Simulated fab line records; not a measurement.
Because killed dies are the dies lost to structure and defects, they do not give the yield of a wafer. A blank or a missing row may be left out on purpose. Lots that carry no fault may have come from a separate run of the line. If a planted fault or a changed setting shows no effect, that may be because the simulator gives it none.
fab line records / flow nandHarc
record: lots: 6 wafers: 18 lastDay: 27
route steps=1159 shown A_ONON_D1@434 END@1159
lots with no fault: from the same line, run without faults
startH: start of the lot's first displayed wafer, in hours after the record's first day / waitH: how many hours have passed since the lot's step before this one / " as in the row above / L1.1+2: several wafers, shown together as one row / - no value, or no start was given / * or withheld: withheld / < > ~ a bound
route shown NAME@n: names a module that has steps shown in the file, with the first one's number in the route / usual: the fault-free wafers' mean and standard deviation / same: alike in all rows / chamber/n: place in a boat / sites: per-site readings / _std_site: how widely they spread, as a standard deviation / _edge_site: the outer-site mean with the inner-site mean subtracted / radiusMm: for every site, how far away it sits from the centre of the wafer / mask NAME#n: copy n / behind: tool/chamber where the wafer was last shaped / hold: why the lot was held/for how many hours/how that ended / device: transistor that didn't switch, given as n, p or np / end of line: tests of these same wafers at the route's end / for a step that has no rows: nothing shown but its recipe / killed: the dies lost at the first sort to structure and to defects; this is not the yield of the wafer / map: shows each die of a wafer: x if killed, . if not, _ if none is there
set.NAME: the run value of the setting; set.NAME@STEP: its run value at that earlier step / model.NAME: the simulator's own value behind a step, which no gauge read
lots seen at some steps along the route; tables by step, rows by wafer
services: a tool's chamber out of use, with start hour (startH, from the record's first day; less than 0 if before it), hours out, and reason
== steps ==
step: NHARC_A_ONON_D1_ANNEAL_15
recipe: tempC: 750 timeS: 3600
step: NHARC_A_ONON_D1_DEP_16
recipe: targetThkA: 10000 n2FlowSccm: 2750 n2oFlowSccm: 2000 nh3FlowSccm: 500 sih4FlowSccm: 210 tempC: 400
step: NHARC_A_ONON_D1_THK_MEAS_18
recipe: thkMeasGauge: ellipsometry
usual: thkNm: 996/9.5
lot.wafer=L995.2 tool=filmMetro-01 chamber=- startH=177.87 waitH=- thkNm=994
lot.wafer=L995.3 tool=filmMetro-01 chamber=- startH=177.87 waitH=- thkNm=992
lot.wafer=L995.5 tool=filmMetro-01 chamber=- startH=177.87 waitH=- thkNm=993
lot.wafer=L996.2 tool=filmMetro-02 chamber=- startH=187.85 waitH=- thkNm=986
lot.wafer=L996.3 tool=filmMetro-02 chamber=- startH=187.85 waitH=- thkNm=988
lot.wafer=L996.6 tool=filmMetro-02 chamber=- startH=187.85 waitH=- thkNm=987
lot.wafer=L997.1 tool=filmMetro-01 chamber=- startH=194.81 waitH=- thkNm=1004
lot.wafer=L997.2 tool=filmMetro-01 chamber=- startH=194.81 waitH=- thkNm=1005
lot.wafer=L997.3 tool=filmMetro-01 chamber=- startH=194.81 waitH=- thkNm=1006
lot.wafer=L111.3 tool=filmMetro-02 chamber=- startH=284.62 waitH=- thkNm=997
lot.wafer=L111.4 tool=filmMetro-02 chamber=- startH=284.62 waitH=- thkNm=998
lot.wafer=L111.6 tool=filmMetro-02 chamber=- startH=284.62 waitH=- thkNm=995
lot.wafer=L114.1 tool=filmMetro-01 chamber=- startH=291.72 waitH=- thkNm=1002
lot.wafer=L114.3 tool=filmMetro-01 chamber=- startH=291.72 waitH=- thkNm=1001
lot.wafer=L114.4 tool=filmMetro-01 chamber=- startH=291.72 waitH=- thkNm=1000
lot.wafer=L115.1 tool=filmMetro-02 chamber=- startH=310.63 waitH=- thkNm=1012
lot.wafer=L115.2 tool=filmMetro-02 chamber=- startH=310.63 waitH=- thkNm=1012
lot.wafer=L115.5 tool=filmMetro-02 chamber=- startH=310.63 waitH=- thkNm=1010
step: NHARC_A_ONON_D1_DEP_19
recipe: targetThkA: 10000 n2FlowSccm: 2750 n2oFlowSccm: 2000 nh3FlowSccm: 500 sih4FlowSccm: 210 tempC: 400
step: NHARC_A_ONON_D1_THK_MEAS_21
recipe: thkMeasGauge: ellipsometry
usual: thkNm: 1002/8.8
lot.wafer=L995.2 tool=filmMetro-01 chamber=- startH=178.44 waitH=- thkNm=1001
lot.wafer=L995.3 tool=filmMetro-01 chamber=- startH=178.44 waitH=- thkNm=1000
lot.wafer=L995.5 tool=filmMetro-01 chamber=- startH=178.44 waitH=- thkNm=1002
lot.wafer=L996.2 tool=filmMetro-02 chamber=- startH=188.42 waitH=- thkNm=1011
lot.wafer=L996.3 tool=filmMetro-02 chamber=- startH=188.42 waitH=- thkNm=1011
lot.wafer=L996.6 tool=filmMetro-02 chamber=- startH=188.42 waitH=- thkNm=1012
lot.wafer=L997.1 tool=filmMetro-01 chamber=- startH=195.38 waitH=- thkNm=994
lot.wafer=L997.2 tool=filmMetro-01 chamber=- startH=195.38 waitH=- thkNm=994
lot.wafer=L997.3 tool=filmMetro-01 chamber=- startH=195.38 waitH=- thkNm=992
lot.wafer=L111.3 tool=filmMetro-02 chamber=- startH=285.18 waitH=- thkNm=1000
lot.wafer=L111.4 tool=filmMetro-02 chamber=- startH=285.18 waitH=- thkNm=1001
lot.wafer=L111.6 tool=filmMetro-02 chamber=- startH=285.18 waitH=- thkNm=999
lot.wafer=L114.1 tool=filmMetro-02 chamber=- startH=292.28 waitH=- thkNm=989
lot.wafer=L114.3 tool=filmMetro-02 chamber=- startH=292.28 waitH=- thkNm=989
lot.wafer=L114.4 tool=filmMetro-02 chamber=- startH=292.28 waitH=- thkNm=989
lot.wafer=L115.1 tool=filmMetro-02 chamber=- startH=311.20 waitH=- thkNm=997
lot.wafer=L115.2 tool=filmMetro-02 chamber=- startH=311.20 waitH=- thkNm=996
lot.wafer=L115.5 tool=filmMetro-02 chamber=- startH=311.20 waitH=- thkNm=995
step: NHARC_A_ONON_D1_DEP_22
recipe: targetThkA: 10000 n2FlowSccm: 2750 n2oFlowSccm: 2000 nh3FlowSccm: 500 sih4FlowSccm: 210 tempC: 400
step: NHARC_A_ONON_D1_THK_MEAS_24
recipe: thkMeasGauge: ellipsometry
usual: thkNm: 1000/11
lot.wafer=L995.2 tool=filmMetro-02 chamber=- startH=179.00 waitH=- thkNm=996
lot.wafer=L995.3 tool=filmMetro-02 chamber=- startH=179.00 waitH=- thkNm=995
lot.wafer=L995.5 tool=filmMetro-02 chamber=- startH=179.00 waitH=- thkNm=997
lot.wafer=L996.2 tool=filmMetro-02 chamber=- startH=188.99 waitH=- thkNm=1024
lot.wafer=L996.3 tool=filmMetro-02 chamber=- startH=188.99 waitH=- thkNm=1026
lot.wafer=L996.6 tool=filmMetro-02 chamber=- startH=188.99 waitH=- thkNm=1025
lot.wafer=L997.1 tool=filmMetro-02 chamber=- startH=195.94 waitH=- thkNm=1000
lot.wafer=L997.2 tool=filmMetro-02 chamber=- startH=195.94 waitH=- thkNm=1001
lot.wafer=L997.3 tool=filmMetro-02 chamber=- startH=195.94 waitH=- thkNm=1000
lot.wafer=L111.3 tool=filmMetro-01 chamber=- startH=285.76 waitH=- thkNm=1007
lot.wafer=L111.4 tool=filmMetro-01 chamber=- startH=285.76 waitH=- thkNm=1009
lot.wafer=L111.6 tool=filmMetro-01 chamber=- startH=285.76 waitH=- thkNm=1006
lot.wafer=L114.1 tool=filmMetro-02 chamber=- startH=292.85 waitH=- thkNm=991
lot.wafer=L114.3 tool=filmMetro-02 chamber=- startH=292.85 waitH=- thkNm=990
lot.wafer=L114.4 tool=filmMetro-02 chamber=- startH=292.85 waitH=- thkNm=989
lot.wafer=L115.1 tool=filmMetro-02 chamber=- startH=311.76 waitH=- thkNm=1009
lot.wafer=L115.2 tool=filmMetro-02 chamber=- startH=311.76 waitH=- thkNm=1005
lot.wafer=L115.5 tool=filmMetro-02 chamber=- startH=311.76 waitH=- thkNm=1006
step: NHARC_A_ONON_D1_DEP_25
recipe: targetThkA: 10000 n2FlowSccm: 2750 n2oFlowSccm: 2000 nh3FlowSccm: 500 sih4FlowSccm: 210 tempC: 400
step: NHARC_A_ONON_D1_THK_MEAS_27
recipe: thkMeasGauge: ellipsometry
usual: thkNm: 999/11
lot.wafer=L995.2 tool=filmMetro-02 chamber=- startH=179.57 waitH=- thkNm=979
lot.wafer=L995.3 tool=filmMetro-02 chamber=- startH=179.57 waitH=- thkNm=979
lot.wafer=L995.5 tool=filmMetro-02 chamber=- startH=179.57 waitH=- thkNm=977
lot.wafer=L996.2 tool=filmMetro-02 chamber=- startH=189.56 waitH=- thkNm=1005
lot.wafer=L996.3 tool=filmMetro-02 chamber=- startH=189.56 waitH=- thkNm=1006
lot.wafer=L996.6 tool=filmMetro-02 chamber=- startH=189.56 waitH=- thkNm=1005
lot.wafer=L997.1 tool=filmMetro-02 chamber=- startH=196.51 waitH=- thkNm=1007
lot.wafer=L997.2 tool=filmMetro-02 chamber=- startH=196.51 waitH=- thkNm=1007
lot.wafer=L997.3 tool=filmMetro-02 chamber=- startH=196.51 waitH=- thkNm=1008
lot.wafer=L111.3 tool=filmMetro-02 chamber=- startH=286.32 waitH=- thkNm=995
lot.wafer=L111.4 tool=filmMetro-02 chamber=- startH=286.32 waitH=- thkNm=996
lot.wafer=L111.6 tool=filmMetro-02 chamber=- startH=286.32 waitH=- thkNm=996
lot.wafer=L114.1 tool=filmMetro-02 chamber=- startH=293.41 waitH=- thkNm=1007
lot.wafer=L114.3 tool=filmMetro-02 chamber=- startH=293.41 waitH=- thkNm=1005
lot.wafer=L114.4 tool=filmMetro-02 chamber=- startH=293.41 waitH=- thkNm=1007
lot.wafer=L115.1 tool=filmMetro-02 chamber=- startH=312.33 waitH=- thkNm=999
lot.wafer=L115.2 tool=filmMetro-02 chamber=- startH=312.33 waitH=- thkNm=998
lot.wafer=L115.5 tool=filmMetro-02 chamber=- startH=312.33 waitH=- thkNm=999
step: NHARC_A_ONON_D1_DEP_28
recipe: targetThkA: 10000 n2FlowSccm: 2750 n2oFlowSccm: 2000 nh3FlowSccm: 500 sih4FlowSccm: 210 tempC: 400
step: NHARC_A_ONON_D1_THK_MEAS_30
recipe: thkMeasGauge: ellipsometry
usual: thkNm: 999/9.5
lot.wafer=L995.2 tool=filmMetro-02 chamber=- startH=180.14 waitH=- thkNm=998
lot.wafer=L995.3 tool=filmMetro-02 chamber=- startH=180.14 waitH=- thkNm=998
lot.wafer=L995.5 tool=filmMetro-02 chamber=- startH=180.14 waitH=- thkNm=999
lot.wafer=L996.2 tool=filmMetro-02 chamber=- startH=190.12 waitH=- thkNm=996
lot.wafer=L996.3 tool=filmMetro-02 chamber=- startH=190.12 waitH=- thkNm=994
lot.wafer=L996.6 tool=filmMetro-02 chamber=- startH=190.12 waitH=- thkNm=994
lot.wafer=L997.1 tool=filmMetro-01 chamber=- startH=197.08 waitH=- thkNm=1006
lot.wafer=L997.2 tool=filmMetro-01 chamber=- startH=197.08 waitH=- thkNm=1006
lot.wafer=L997.3 tool=filmMetro-01 chamber=- startH=197.08 waitH=- thkNm=1009
lot.wafer=L111.3 tool=filmMetro-02 chamber=- startH=286.88 waitH=- thkNm=985
lot.wafer=L111.4 tool=filmMetro-02 chamber=- startH=286.88 waitH=- thkNm=983
lot.wafer=L111.6 tool=filmMetro-02 chamber=- startH=286.88 waitH=- thkNm=986
lot.wafer=L114.1 tool=filmMetro-02 chamber=- startH=293.98 waitH=- thkNm=997
lot.wafer=L114.3 tool=filmMetro-02 chamber=- startH=293.98 waitH=- thkNm=997
lot.wafer=L114.4 tool=filmMetro-02 chamber=- startH=293.98 waitH=- thkNm=997
lot.wafer=L115.1 tool=filmMetro-02 chamber=- startH=312.89 waitH=- thkNm=1003
lot.wafer=L115.2 tool=filmMetro-02 chamber=- startH=312.89 waitH=- thkNm=1004
lot.wafer=L115.5 tool=filmMetro-02 chamber=- startH=312.89 waitH=- thkNm=1006
step: NHARC_A_ONON_D1_DEP_33
recipe: targetThkA: 2000 tempC: 400 pressureTorr: 6.5 rfW: 900 teosFlowSccm: 161.4 flowSccm: 2650 targetThkNm: 200 gas: O2 material: SiO2
usual: heaterPowerW: 563/56 rfFwdPowerW: 898.4/2.9 throttleValvePct: 16.3/0.46
lot.wafer=L995.3 tool=pecvd-01 chamber=0 startH=180.24 waitH=0.1 heaterPowerW=531 rfFwdPowerW=899.3 throttleValvePct=15.9
lot.wafer=L995.2 tool=pecvd-01 chamber=1 startH=180.24 waitH=0.1 heaterPowerW=590 rfFwdPowerW=898.5 throttleValvePct=15.8
lot.wafer=L995.5 tool=pecvd-01 chamber=1 startH=180.24 waitH=0.1 heaterPowerW=611 rfFwdPowerW=897.2 throttleValvePct=16.2
lot.wafer=L996.2 tool=pecvd-02 chamber=2 startH=190.18 waitH=0.1 heaterPowerW=580 rfFwdPowerW=900.7 throttleValvePct=16.0
lot.wafer=L996.3 tool=pecvd-02 chamber=1 startH=190.18 waitH=0.1 heaterPowerW=474 rfFwdPowerW=896.4 throttleValvePct=17.0
lot.wafer=L996.6 tool=pecvd-02 chamber=0 startH=190.18 waitH=0.1 heaterPowerW=631 rfFwdPowerW=897.5 throttleValvePct=16.8
lot.wafer=L997.1 tool=pecvd-02 chamber=1 startH=197.14 waitH=0.1 heaterPowerW=518 rfFwdPowerW=894.3 throttleValvePct=16.9
lot.wafer=L997.2 tool=pecvd-02 chamber=2 startH=197.14 waitH=0.1 heaterPowerW=490 rfFwdPowerW=902.7 throttleValvePct=16.0
lot.wafer=L997.3 tool=pecvd-02 chamber=0 startH=197.14 waitH=0.1 heaterPowerW=651 rfFwdPowerW=900.1 throttleValvePct=16.8
lot.wafer=L111.3 tool=pecvd-02 chamber=2 startH=287.13 waitH=0.3 heaterPowerW=541 rfFwdPowerW=896.8 throttleValvePct=16.1
lot.wafer=L111.6 tool=pecvd-02 chamber=0 startH=287.13 waitH=0.3 heaterPowerW=648 rfFwdPowerW=900.4 throttleValvePct=17.0
lot.wafer=L111.4 tool=pecvd-02 chamber=1 startH=287.13 waitH=0.3 heaterPowerW=425 rfFwdPowerW=1265.3 throttleValvePct=17.4
lot.wafer=L114.3 tool=pecvd-02 chamber=0 startH=294.04 waitH=0.1 heaterPowerW=540 rfFwdPowerW=898.8 throttleValvePct=17.0
lot.wafer=L114.1 tool=pecvd-02 chamber=2 startH=294.04 waitH=0.1 heaterPowerW=605 rfFwdPowerW=897.3 throttleValvePct=16.2
lot.wafer=L114.4 tool=pecvd-02 chamber=1 startH=294.04 waitH=0.1 heaterPowerW=493 rfFwdPowerW=1259.5 throttleValvePct=17.1
lot.wafer=L115.2 tool=pecvd-01 chamber=2 startH=313.38 waitH=0.5 heaterPowerW=642 rfFwdPowerW=893.8 throttleValvePct=15.8
lot.wafer=L115.1 tool=pecvd-01 chamber=1 startH=313.38 waitH=0.5 heaterPowerW=553 rfFwdPowerW=895.4 throttleValvePct=15.9
lot.wafer=L115.5 tool=pecvd-01 chamber=0 startH=313.38 waitH=0.5 heaterPowerW=636 rfFwdPowerW=903.3 throttleValvePct=15.8
step: NHARC_A_ONON_D1_THK_MEAS_34
recipe: thkMeasGauge: ellipsometry
usual: thkNm: 200.4/2.7
lot.wafer=L995.2 tool=filmMetro-02 chamber=- startH=180.61 waitH=- hold=- thkNm=199.5
lot.wafer=L995.3 tool=filmMetro-02 chamber=- startH=180.61 waitH=- hold=- thkNm=201.6
lot.wafer=L995.5 tool=filmMetro-02 chamber=- startH=180.61 waitH=- hold=- thkNm=204.3
lot.wafer=L996.2 tool=filmMetro-01 chamber=- startH=190.61 waitH=- hold=- thkNm=199.1
lot.wafer=L996.3 tool=filmMetro-01 chamber=- startH=190.61 waitH=- hold=- thkNm=199.8
lot.wafer=L996.6 tool=filmMetro-01 chamber=- startH=190.61 waitH=- hold=- thkNm=202.8
lot.wafer=L997.1 tool=filmMetro-01 chamber=- startH=197.56 waitH=- hold=- thkNm=200.1
lot.wafer=L997.2 tool=filmMetro-01 chamber=- startH=197.56 waitH=- hold=- thkNm=202.6
lot.wafer=L997.3 tool=filmMetro-01 chamber=- startH=197.56 waitH=- hold=- thkNm=201.2
lot.wafer=L111.3 tool=filmMetro-01 chamber=- startH=287.46 waitH=- hold=awaitDispo/0.2h/release thkNm=198.0
lot.wafer=L111.4 tool=filmMetro-01 chamber=- startH=287.46 waitH=- hold=awaitDispo/0.2h/release thkNm=222.2
lot.wafer=L111.6 tool=filmMetro-01 chamber=- startH=287.46 waitH=- hold=awaitDispo/0.2h/release thkNm=199.2
lot.wafer=L111.3 tool=filmMetro-01 chamber=- startH=287.63 waitH=0.2 hold=- thkNm=197.1
lot.wafer=L111.4 tool=filmMetro-01 chamber=- startH=287.63 waitH=0.2 hold=- thkNm=223.8
lot.wafer=L111.6 tool=filmMetro-01 chamber=- startH=287.63 waitH=0.2 hold=- thkNm=198.5
lot.wafer=L114.1 tool=filmMetro-01 chamber=- startH=294.45 waitH=- hold=awaitDispo/0.2h/release thkNm=196.7
lot.wafer=L114.3 tool=filmMetro-01 chamber=- startH=294.45 waitH=- hold=awaitDispo/0.2h/release thkNm=198.0
lot.wafer=L114.4 tool=filmMetro-01 chamber=- startH=294.45 waitH=- hold=awaitDispo/0.2h/release thkNm=222.3
lot.wafer=L114.1 tool=filmMetro-01 chamber=- startH=294.62 waitH=0.2 hold=- thkNm=197.9
lot.wafer=L114.3 tool=filmMetro-01 chamber=- startH=294.62 waitH=0.2 hold=- thkNm=201.3
lot.wafer=L114.4 tool=filmMetro-01 chamber=- startH=294.62 waitH=0.2 hold=- thkNm=223.7
lot.wafer=L115.1 tool=filmMetro-02 chamber=- startH=313.80 waitH=- hold=- thkNm=197.1
lot.wafer=L115.2 tool=filmMetro-02 chamber=- startH=313.80 waitH=- hold=- thkNm=195.0
lot.wafer=L115.5 tool=filmMetro-02 chamber=- startH=313.80 waitH=- hold=- thkNm=203.1
step: NHARC_END_SORT_01
recipe: tempC: 25
usual: killedAtArray: 28/11 killedAtOther: 0.9/1.2 killedAtPeriphery: 2.6/2.1 killedDies: 31/11 killedOpen: 3.1/1.7 killedShort: 1.9/1.3
same: grossDies: 677
lot.wafer=L997.1 tool=prober-01 chamber=0 startH=501.30 waitH=2.6 killedAtArray=27 killedAtOther=0 killedAtPeriphery=5 killedDies=32 killedOpen=1 killedShort=4
lot.wafer=L997.2 tool=prober-01 chamber=0 startH=502.10 waitH=2.8 killedAtArray=25 killedAtOther=0 killedAtPeriphery=2 killedDies=27 killedOpen=1 killedShort=5
lot.wafer=L997.3 tool=prober-01 chamber=0 startH=502.90 waitH=3.1 killedAtArray=19 killedAtOther=1 killedAtPeriphery=1 killedDies=21 killedOpen=3 killedShort=2
killed by level:class
L997.1 A_SLIT:chamberFilmFlake=8 A_STAIRCASE:chamberFilmFlake=7 P_CONTACT:chamberFilmFlake=3 A_ZERO_WELL:chamberFilmFlake=3 A_CHANNEL_HOLE_D1:chamberFilmFlake=2 A_CONTACT:chamberFilmFlake=2 P_M2:geometricParticle:short=1 A_SOURCE_PLATE:geometricParticle:open=1
L997.2 A_SLIT:chamberFilmFlake=9 A_STAIRCASE:chamberFilmFlake=4 A_ZERO_WELL:chamberFilmFlake=3 A_CONTACT:chamberFilmFlake=3 A_ONON_D1:geometricParticle:short=2 A_M1:geometricParticle:short=2 P_CONTACT:geometricParticle:open=1 A_WL_FILL:geometricParticle:short=1
L997.3 A_SLIT:chamberFilmFlake=7 A_CHANNEL_FILL_D1:geometricParticle:short=2 A_CHANNEL_FILL_D1:geometricParticle:open=2 A_ZERO_WELL:chamberFilmFlake=2 A_STAIRCASE:chamberFilmFlake=2 A_ONON_D1:geometricParticle:open=1 P_CONTACT:chamberFilmFlake=1 A_CHANNEL_HOLE_D1:chamberFilmFlake=1
== services ==
tool=pecvd-02 chamber=0 startH=166.00 hours=- kind=clean
tool=pecvd-02 chamber=1 startH=166.00 hours=- kind=clean
tool=pecvd-02 chamber=2 startH=166.00 hours=- kind=clean
tool=pecvd-02 chamber=- startH=188.01 hours=1.8 kind=repair
tool=pecvd-02 chamber=- startH=204.43 hours=2.0 kind=repair
tool=pecvd-01 chamber=- startH=237.53 hours=13.0 kind=pm
tool=pecvd-01 chamber=0 startH=237.53 hours=13.0 kind=ventCycle
tool=pecvd-01 chamber=1 startH=237.53 hours=26.3 kind=ventCycle
tool=pecvd-01 chamber=2 startH=237.53 hours=13.0 kind=ventCycle
tool=pecvd-01 chamber=0 startH=250.53 hours=- kind=clean
tool=pecvd-01 chamber=2 startH=250.53 hours=- kind=clean
== key ==
firstSign: step: NHARC_A_ONON_D1_DEP_33 reading: rfFwdPowerW direction: up sigmas: 99+ usual: * struck: *
effect: step: NHARC_A_ONON_D1_THK_MEAS_34 reading: visit direction: added
effect: step: NHARC_A_ONON_D1_THK_MEAS_34 reading: thkNm direction: up sigmas: 8.2 usual: 200.4 struck: 222.3
metAt NHARC_A_ONON_D1_DEP_33
struckWafers L111.4,L114.4
testerLeftOut L111,L114
onsetBetween 197.14 287.13
fault: kind: processParameterDrift tool: pecvd-02 chamber: 1 onsetH: 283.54 steps: NHARC_A_ONON_D1_DEP_33 channel: rfW offset: * shape: step endH: 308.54 actsIn: * stated: *
testerLeftOut: of these lots the tester's yield and bins aren't shown, on N5 and GAA mostly nor the transistor test; their killed dies are dies lost to structure and defects alone, not to doping, threshold or leakage, so they don't give the yield
